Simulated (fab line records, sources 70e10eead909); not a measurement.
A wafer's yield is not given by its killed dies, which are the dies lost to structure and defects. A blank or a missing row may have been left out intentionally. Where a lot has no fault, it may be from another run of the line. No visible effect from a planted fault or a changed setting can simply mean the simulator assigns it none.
Matching of chambers    flow nandHarc    NHARC_P_BONDPAD_STRIP_15 on rieDiel-12: 4 sister chambers
The step strips in O2. 14 wafers are shown with their chamber, then 7 later ones without.

## EACH WAFER AND ITS CHAMBER
wafer   chamber  showerheadPlenumPTorr (Torr)  oesProductAu (a.u.)  throttleValvePct (%)
L074.2  0        3.30                          1.001                17.027
L074.3  2        3.59                          0.999                17.047
L074.5  2        3.59                          0.991                17.036
L076.1  1        3.79                          1.000                17.046
L076.2  0        3.30                          0.988                17.035
L076.6  1        3.79                          0.995                17.023
L077.2  1        3.79                          1.005                17.040
L077.3  2        3.59                          1.001                17.047
L077.4  0        3.30                          1.002                17.041
L078.1  1        3.78                          1.008                17.029
L078.2  0        3.30                          0.990                17.048
L078.3  3        3.70                          1.004                17.044
L091.2  0        3.80                          0.993                17.040
L091.5  2        3.57                          1.000                17.039

SIGNATURES, as means of the wafers listed above
reading                chamber 0  chamber 1  chamber 2  chamber 3  scatter within a chamber
showerheadPlenumPTorr  3.4000     3.7875     3.5850     3.7000     0.142
oesProductAu           0.99480    1.00200    0.99775    1.00400    0.00569
throttleValvePct       17.03820   17.03450   17.04225   17.04400   0.00814
Rule: a wafer's distance from a chamber is the root of the sum, over the readings, of the square of ((its reading less the chamber's mean) divided by the reading's scatter). The wafer belongs to the nearest chamber; if the next one is less than 2 further off, it can't be placed. The scatter: the root of (the sum of the squares of (reading less its chamber's mean) over the shown wafers, divided by (wafers less chambers)).

## WAFERS WITHOUT THEIR CHAMBER
wafer   showerheadPlenumPTorr (Torr)  oesProductAu (a.u.)  throttleValvePct (%)
L091.6  3.68                          1.005                17.016
L092.1  3.77                          1.003                17.047
L092.2  3.68                          0.998                17.026
L092.4  3.80                          0.985                17.039
L096.2  3.57                          1.002                17.024
L096.3  3.68                          0.995                17.039
L096.6  3.76                          1.000                17.041

## CHAMBER TAKEN BY EACH
wafer   from the rows above                in truth
L091.6  can't be placed: 1 or 3 or 2 or 0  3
L092.1  can't be placed: 3 or 1 or 2       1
L092.2  can't be placed: 1 or 2 or 3 or 0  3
L092.4  can't be placed: 2 or 1 or 0 or 3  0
L096.2  can't be placed: 1 or 2 or 0 or 3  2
L096.3  can't be placed: 2 or 1 or 3 or 0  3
L096.6  can't be placed: 1 or 3 or 2 or 0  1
Correctly placed: 0 of 7. Cannot be placed on the basis of these rows: 7; the candidates contain the true chamber in 7. Wrongly placed: 0.
